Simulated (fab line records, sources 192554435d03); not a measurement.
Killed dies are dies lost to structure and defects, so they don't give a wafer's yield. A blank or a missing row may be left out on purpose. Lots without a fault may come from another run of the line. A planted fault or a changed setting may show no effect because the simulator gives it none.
A struck lot beside a sound one | flow n5_finfet | 16 steps out of a route of 1938
Sound: wafers L188.3, L188.4, L188.6. Struck: wafer L193.4. (L193.2, L193.6 of the same lot were not struck and are left out.) The cause comes at the end.
At each step with rows: each side's tool, then ch and its chambers, then its first start. Under that, the readings that differ: sound wafers | struck wafers | difference of the means | sigmas: that difference in standard deviations of wafers without a fault.
alike: readings whose means differ by less than 2 such deviations, and words and numbers that are the same on both sides. not compared: withheld readings, readings that some wafer has no value for, bounds like >300 that may hide the same value, and numbers for which the record gives no deviation and whose values overlap.
The two part at a step that has a row with sigmas, a row that says differs or no value, or rows on one side only. Numbers that don't overlap but have no deviation are shown without sigmas and don't part them. A reading that every wafer of one side lacks parts them only if that side has two wafers or more.

first, 8 steps without rows for these wafers: N5_BEOL_M3_COAT_68 (time 60 s, resist thk 12 nm); N5_BEOL_M3_COAT_76 (time 60 s, resist thk 5 nm); N5_BEOL_M3_COAT_22 (resist thk 30 nm); N5_BEOL_M3_EBR_24; N5_BEOL_M3_SOFTBAKE_23 (time 60 s); N5_BEOL_M3_EXPOSE_25 (exposes mask V2, defocus 5 nm); N5_BEOL_M3_PEB_26 (peb time 60 s); N5_BEOL_M3_DEVELOP_27 (develop time 30 s).
N5_BEOL_M3_CD_MEAS_28: target cd 25.7 nm, target cd y 23.3 nm.
  sound on cd_sem-02 ch 0, day 9 17:10; struck on cd_sem-01 ch 0, day 10 20:22
  alike: cd_nm
N5_BEOL_M3_OVL_MEAS_29:
  sound on overlay-01 ch 0, day 9 17:13; struck on overlay-02 ch 0, day 10 20:23
  alike: V2_OVL
N5_BEOL_M3_INSPECT_30: inspects for defects (brightfield).
  sound on defect_inspect-02, day 9 17:16; struck on defect_inspect-01, day 10 20:27
  alike: raw_defect_count
N5_BEOL_M3_DESCUM_33: chemistry O2, time 7 s.
  sound on rie_diel-01 ch 0,1,2, day 9 17:18; struck on rie_diel-04 ch 2, day 10 20:29
  alike: drypump_motor_current_A, oes_product_au, rf_vpp_V, showerhead_plenum_p_Torr, throttle_valve_pct
  not compared: rf_hours_counter_h
N5_BEOL_M3_ETCH_77: etches underlayer in N2/H2, target depth 6.5 nm, time 5.2 s.
  sound on rie_diel-01 ch 0,1,2, day 9 17:20; struck on rie_diel-04 ch 2, day 10 20:31
  reading                | sound             | struck | difference | sigmas
  h2_flow_sccm (sccm)    | 200.1 199.6 199.8 | 179.1  | -20.7      | -38
  throttle_valve_pct (%) | 17.34 18.22 18.01 | 17.18  | -0.68      | -2
  alike: drypump_motor_current_A, etch_rf_on_time_s, oes_product_au, rf_vpp_V, showerhead_plenum_p_Torr
  not compared: rf_hours_counter_h
N5_BEOL_M3_ETCH_69: etches SiARC in CF4, target depth 15.6 nm, time 26 s.
  sound on rie_diel-01 ch 0,1,2, day 9 17:21; struck on rie_diel-04 ch 2, day 10 20:32
  alike: drypump_motor_current_A, etch_rf_on_time_s, mfc_ar_sccm, oes_product_au, rf_vpp_V, showerhead_plenum_p_Torr, throttle_valve_pct
  not compared: rf_hours_counter_h
N5_BEOL_M4_RC_MEAS_101:
  sound on prober-01 ch 0, day 11 01:41; struck on prober-02 ch 0, day 12 17:11
  alike: DIBL_N, DIBL_P, IOFF_N, IOFF_P, ION_N, ION_P, SS_N, SS_P, VT_N, VT_P
then, 1 step without rows for these wafers: N5_PASSIVATION_PROBE_49.

WHERE THEY PART
Only at N5_BEOL_M3_ETCH_77, within this record. Later steps at which nothing parts them and some readings are alike: N5_BEOL_M3_ETCH_69, N5_BEOL_M4_RC_MEAS_101.

WHY: what the simulator had put in
Process parameter drift: rie_diel-04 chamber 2, from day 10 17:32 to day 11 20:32, at N5_BEOL_M3_ETCH_77. Setting h2_flow_sccm, moved by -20, from 200. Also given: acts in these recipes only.
